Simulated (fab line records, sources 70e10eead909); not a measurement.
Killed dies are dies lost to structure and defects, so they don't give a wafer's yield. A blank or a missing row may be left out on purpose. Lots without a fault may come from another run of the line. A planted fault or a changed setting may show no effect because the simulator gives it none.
Which tool did it? | flow nand_harc | 11 lots, 33 wafers sampled, at 8 steps of a route of 1159

WHAT THE GAUGES READ, wafer by wafer
NHARC_A_ZERO_WELL_CD_MEAS_10: target cd 2000 nm.
lot  | measured     | on        | cd_nm (nm)
L230 | day 6 13:53  | cd_sem-03 | 1999.1 1999.7 2000.2
L231 | day 6 22:58  | cd_sem-02 | 1997.4 2000.8 2004.2
L232 | day 6 23:28  | cd_sem-01 | 1997.7 1995.5 1997.8
L235 | day 7 21:31  | cd_sem-02 | 2001.2 2001.8 2003.4
L240 | day 9 04:13  | cd_sem-02 | 1997.7 1997.9 2002.5
L241 | day 9 16:39  | cd_sem-03 | 1999.9 2002.6 1998.3
L246 | day 10 17:23 | cd_sem-03 | 1998.6 1997.8 1998.8
L247 | day 11 02:10 | cd_sem-03 | 1999.3 2001.3 1997.5
L250 | day 11 07:21 | cd_sem-01 | 2002.0 2001.2 1998.8
L251 | day 11 18:29 | cd_sem-01 | 2001.8 1998.5 2002.8
L252 | day 12 00:19 | cd_sem-01 | 2000.3 1998.6 2000.3

NHARC_A_CHANNEL_HOLE_D1_CD_MEAS_10: target cd 100 nm.
lot  | measured     | on        | cd_nm (nm)
L230 | day 8 08:54  | cd_sem-01 | 100.5 99.9 99.4
L231 | day 8 15:04  | cd_sem-01 | 99.9 99.4 100.0
L232 | day 8 14:54  | cd_sem-02 | 99.8 99.8 99.5
L235 | day 9 11:39  | cd_sem-02 | 99.1 98.8 99.2
L240 | day 10 22:28 | cd_sem-03 | 126.7 126.1 124.9
L241 | day 11 10:01 | cd_sem-03 | 120.4 120.0 120.4
L246 | day 12 07:07 | cd_sem-01 | 100.0 100.5 99.7
L247 | day 12 16:11 | cd_sem-02 | 98.9 100.1 99.5
L250 | day 12 22:06 | cd_sem-01 | 99.5 100.5 100.7
L251 | day 13 11:05 | cd_sem-02 | 99.1 100.1 99.5
L252 | day 13 17:21 | cd_sem-01 | 99.6 99.4 100.5

NHARC_A_CHANNEL_HOLE_D1_CD_MEAS_30.
lot  | measured     | on        | cd_nm (nm)
L230 | day 8 15:59  | cd_sem-02 | 90.0 91.3 91.1
L231 | day 8 22:23  | cd_sem-01 | 88.9 91.3 88.6
L232 | day 8 21:48  | cd_sem-02 | 92.2 88.9 88.8
L235 | day 9 19:14  | cd_sem-01 | 90.4 90.9 90.8
L240 | day 11 05:22 | cd_sem-03 | 118.4 118.9 113.1
L241 | day 11 19:53 | cd_sem-02 | 109.9 113.2 110.4
L246 | day 12 14:14 | cd_sem-03 | 91.8 92.2 92.6
L247 | day 12 23:05 | cd_sem-02 | 89.3 88.1 90.1
L250 | day 13 05:01 | cd_sem-03 | 91.7 90.3 92.3
L251 | day 13 18:37 | cd_sem-02 | 87.7 91.5 89.3
L252 | day 14 00:55 | cd_sem-01 | 92.5 89.6 92.1

NHARC_END_SORT_01.
lot  | measured     | on        | killed_at_array | killed_at_other | killed_at_periphery | killed_dies | killed_open | killed_short
L240 | day 24 19:15 | prober-02 | 669 590 597     | 1 1 4           | 5 2 9               | 675 593 610 | 6 1 7       | 6 1 3
L241 | day 25 04:38 | prober-02 | 530 288 392     | 0 1 3           | 1 5 4               | 531 294 399 | 1 5 5       | 4 1 2

WHICH TOOL RAN EACH LOT (tool, then ch and the chambers of the sampled wafers, then the start)
lot  | NHARC_P_BONDPAD_PVD_17                  | NHARC_A_CHANNEL_HOLE_D1_PEB_08    | NHARC_A_CHANNEL_HOLE_D1_ETCH_26  | NHARC_A_CHANNEL_HOLE_D1_XSEM_31
L230 | pvd_sputter-03, day 6 13:53 or earlier  | litho_track-04 ch 0, day 8 08:49  | har_etch-01 ch 0,1, day 8 14:05  | xsem-01 ch 0, day 8 16:05
L231 | pvd_sputter-03, day 6 22:58 or earlier  | litho_track-04 ch 0, day 8 14:59  | har_etch-01 ch 0,1, day 8 20:43  | xsem-01 ch 0, day 8 22:28
L232 | pvd_sputter-02, day 6 23:28 or earlier  | litho_track-06 ch 0, day 8 14:49  | har_etch-02 ch 0,1, day 8 20:05  | xsem-02 ch 0, day 8 21:54
L235 | pvd_sputter-02, day 7 21:31 or earlier  | litho_track-06 ch 0, day 9 11:34  | har_etch-02 ch 0,1, day 9 17:04  | xsem-01 ch 0, day 9 19:20
L240 | pvd_sputter-02, day 9 04:13 or earlier  | litho_track-06 ch 0, day 10 22:23 | har_etch-01 ch 0,1, day 11 03:39 | xsem-02 ch 0, day 11 05:27
L241 | pvd_sputter-03, day 9 16:39 or earlier  | litho_track-06 ch 0, day 11 09:56 | har_etch-01 ch 0,1, day 11 18:09 | xsem-01 ch 0, day 11 19:58
L246 | pvd_sputter-03, day 10 17:23 or earlier | litho_track-04 ch 0, day 12 07:02 | har_etch-02 ch 0, day 12 12:31   | xsem-02 ch 0, day 12 14:19
L247 | pvd_sputter-03, day 11 02:10 or earlier | litho_track-04 ch 0, day 12 16:05 | har_etch-01 ch 0,1, day 12 21:25 | xsem-01 ch 0, day 12 23:11
L250 | pvd_sputter-03, day 11 07:21 or earlier | litho_track-04 ch 0, day 12 22:01 | har_etch-02 ch 0,1, day 13 03:17 | xsem-02 ch 0, day 13 05:07
L251 | pvd_sputter-01, day 11 18:29 or earlier | litho_track-04 ch 0, day 13 11:00 | har_etch-01 ch 0,1, day 13 16:52 | xsem-01 ch 0, day 13 18:41
L252 | pvd_sputter-03, day 12 00:19 or earlier | litho_track-04 ch 0, day 13 17:16 | har_etch-02 ch 0,1, day 13 22:47 | xsem-01 ch 0, day 14 01:01
- NHARC_P_BONDPAD_PVD_17: deposits TaN, target thk 5 nm, time 8.06 s.
- NHARC_A_CHANNEL_HOLE_D1_PEB_08: peb time 65 s.
- NHARC_A_CHANNEL_HOLE_D1_ETCH_26: etches the open film in C4F8/O2/Ar, time 224.1 s, target depth 300 nm.
- NHARC_A_CHANNEL_HOLE_D1_XSEM_31

WHAT THE TOOLS THEMSELVES READ (means of the sampled wafers that have a number; where no wafer has one, the mark that the record gives instead)
NHARC_P_BONDPAD_PVD_17.
lot  | tool           | cathode_dc_power_W (W) | throttle_valve_pct (%)
L230 | pvd_sputter-03 | 15000                  | 30.1
L231 | pvd_sputter-03 | 14998                  | 30.1
L232 | pvd_sputter-02 | 14998                  | 29.0
L235 | pvd_sputter-02 | 14998                  | 29.4
L240 | pvd_sputter-02 | 15001                  | 29.3
L241 | pvd_sputter-03 | 14999                  | 30.4
L246 | pvd_sputter-03 | 15000                  | 30.7
L247 | pvd_sputter-03 | 14999                  | 30.8
L250 | pvd_sputter-03 | 14999                  | 29.6
L251 | pvd_sputter-01 | 15001                  | 31.0
L252 | pvd_sputter-03 | 14997                  | 30.6

NHARC_A_CHANNEL_HOLE_D1_PEB_08.
lot  | tool           | exhaust_pa (Pa) | heater_power_total_W (W) | plate_temp_C (C)
L230 | litho_track-04 | 44.8            | 156.3                    | 100.02
L231 | litho_track-04 | 45.7            | 156.7                    | 99.96
L232 | litho_track-06 | 44.4            | 157.0                    | 100.12
L235 | litho_track-06 | 45.7            | 157.0                    | 100.09
L240 | litho_track-06 | 44.3            | 182.7                    | 111.92
L241 | litho_track-06 | 45.2            | 182.4                    | 111.77
L246 | litho_track-04 | 44.7            | 156.5                    | 100.04
L247 | litho_track-04 | 44.4            | 156.8                    | 100.01
L250 | litho_track-04 | 44.4            | 156.6                    | 99.94
L251 | litho_track-04 | 44.2            | 156.5                    | 99.92
L252 | litho_track-04 | 45.5            | 156.8                    | 99.91

NHARC_A_CHANNEL_HOLE_D1_ETCH_26.
lot  | tool        | drypump_motor_current_A (A) | showerhead_plenum_p_Torr (Torr) | throttle_valve_pct (%)
L230 | har_etch-01 | 5.5                         | 3.85                            | 24.583
L231 | har_etch-01 | 5.5                         | 3.84                            | 24.571
L232 | har_etch-02 | 6.4                         | 3.81                            | 24.580
L235 | har_etch-02 | 6.0                         | 3.67                            | 24.584
L240 | har_etch-01 | 5.5                         | 3.83                            | 24.576
L241 | har_etch-01 | 5.6                         | 3.84                            | 24.592
L246 | har_etch-02 | 5.7                         | 3.54                            | 24.590
L247 | har_etch-01 | 5.5                         | 3.82                            | 24.575
L250 | har_etch-02 | 6.3                         | 3.78                            | 24.580
L251 | har_etch-01 | 5.5                         | 3.81                            | 24.582
L252 | har_etch-02 | 6.3                         | 3.78                            | 24.579

NHARC_A_CHANNEL_HOLE_D1_XSEM_31.
lot  | tool    | bot_cd_nm (nm) | bow_nm (nm) | tilt_deg (degrees)
L230 | xsem-01 | 74.6           | 8.51        | 0.10
L231 | xsem-01 | 73.9           | 8.71        | 0.10
L232 | xsem-02 | 75.0           | 8.78        | -0.03
L235 | xsem-01 | 75.1           | 8.75        | 0.10
L240 | xsem-02 | 101.2          | 8.69        | 0.10
L241 | xsem-01 | 95.6           | 8.49        | 0.09
L246 | xsem-02 | 77.0           | 8.28        | 0.16
L247 | xsem-01 | 74.0           | 9.11        | 0.09
L250 | xsem-02 | 74.7           | 8.38        | 0.02
L251 | xsem-01 | 74.2           | 8.40        | 0.19
L252 | xsem-01 | 75.0           | 8.77        | 0.02

THE ANSWER, worked out from the rows above alone
Rule: what is usual is taken from the lots themselves. Put in order of their means at a reading, lots are off if they are a third of the lots or fewer, leave a main group of 4 or more, and stand apart from it by a gap of 3 or more times the standard deviation of the main group's means; of several such gaps the widest counts. A main group whose means are all the same, to the digits that the tables above print for the reading, isn't used. A lot without any number at a reading at which 4 lots or more have one is off too. The other lots that the step has rows for count as sound. The gauges are gone through in route order, then the tools' own readings, and for those a lot's mean is taken as printed above. The first step at which some lot is off is used, and at that step the reading that is off furthest; a lot without a number counts as furthest.
Off: L240, L241, at NHARC_A_CHANNEL_HOLE_D1_CD_MEAS_10 (cd_nm). The main group: mean 99.7 nm, standard deviation 0.33.
A tool fits if, at a process step before that reading, it ran every lot that is off, and no sound lot after the first of them. The gauges at NHARC_A_CHANNEL_HOLE_D1_CD_MEAS_10 aren't tried: what is off there is off at NHARC_A_CHANNEL_HOLE_D1_PEB_08 too, on other tools, and a gauge's error can't cause that. NHARC_P_BONDPAD_PVD_17 gives no start for some lots, so the hours and the order of its lots are those of NHARC_A_ZERO_WELL_CD_MEAS_10. One fits: litho_track-06 at NHARC_A_CHANNEL_HOLE_D1_PEB_08. Its last sound lot is L235 (day 9 11:34), its first lot that is off L240 (day 10 22:23): a fault that began between those two fits.
The tool's own readings at NHARC_A_CHANNEL_HOLE_D1_PEB_08 bear it out: on the lots that are off they differ by more than 5 times the standard deviation of the sound lots' means. heater_power_total_W reads 182.6 W there against 156.7 W on the sound lots; plate_temp_C reads 111.84 C there against 100.00 C on the sound lots.

WHAT THE SIMULATOR HAD PUT IN
Process parameter drift: litho_track-06, from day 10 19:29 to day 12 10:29, at NHARC_A_CHANNEL_HOLE_D1_PEB_08. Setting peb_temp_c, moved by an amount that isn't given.
Lots struck among those shown: L240, L241. The rule above found the same.
